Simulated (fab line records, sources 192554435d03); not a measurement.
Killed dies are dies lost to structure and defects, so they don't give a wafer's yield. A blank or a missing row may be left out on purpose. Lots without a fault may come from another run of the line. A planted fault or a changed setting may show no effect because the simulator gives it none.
Chamber matching | flow n5_finfet | N5_BEOL_M3_DESCUM_33 on rie_diel-04: 4 sister chambers
The step chemistry O2, time 7 s. 8 wafers are shown with their chamber, then 11 later ones without.

WAFERS WITH THEIR CHAMBER
wafer  | chamber | showerhead_plenum_p_Torr (Torr) | throttle_valve_pct (%)
L084.3 | 1       | 2.16                            | 20.67
L086.3 | 1       | 2.16                            | 20.68
L087.1 | 3       | 2.23                            | 20.59
L087.3 | 0       | 1.97                            | 20.54
L090.1 | 2       | 2.06                            | 20.30
L090.3 | 3       | 2.23                            | 20.61
L090.5 | 2       | 2.06                            | 20.29
L093.2 | 0       | 1.96                            | 20.54

WAFERS WITHOUT THEIR CHAMBER
wafer  | showerhead_plenum_p_Torr (Torr) | throttle_valve_pct (%)
L093.3 | 2.23                            | 20.63
L093.5 | 1.96                            | 20.56
L094.1 | 2.05                            | 20.30
L094.5 | 1.96                            | 20.54
L094.6 | 2.22                            | 20.63
L095.1 | 1.96                            | 20.56
L095.4 | 2.22                            | 20.62
L095.5 | 2.22                            | 20.64
L097.2 | 2.15                            | 20.26
L097.3 | 2.22                            | 20.64
L097.5 | 2.15                            | 20.25

WHICH CHAMBER EACH WENT THROUGH
wafer  | from the rows above | in truth
L093.3 | 3                   | 3
L093.5 | 0                   | 0
L094.1 | 2                   | 2
L094.5 | 0                   | 0
L094.6 | 3                   | 3
L095.1 | 0                   | 0
L095.4 | 3                   | 3
L095.5 | 3                   | 3
L097.2 | 2                   | 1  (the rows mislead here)
L097.3 | 3                   | 3
L097.5 | 2                   | 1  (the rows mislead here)
Placed correctly: 9 of 11. Can't be placed from these rows: 0. Placed wrongly: 2.
How it was worked out, from the rows above alone: a wafer's distance from a chamber is the root of the sum, over the readings, of the square of ((its reading less the chamber's mean) divided by the reading's scatter). The wafer belongs to the nearest chamber; if the next one is less than 2 further off, it can't be placed. A chamber's mean is the mean of its shown wafers. The scatter: the root of (the sum of the squares of (reading less its chamber's mean) over the shown wafers, divided by (wafers less chambers)).
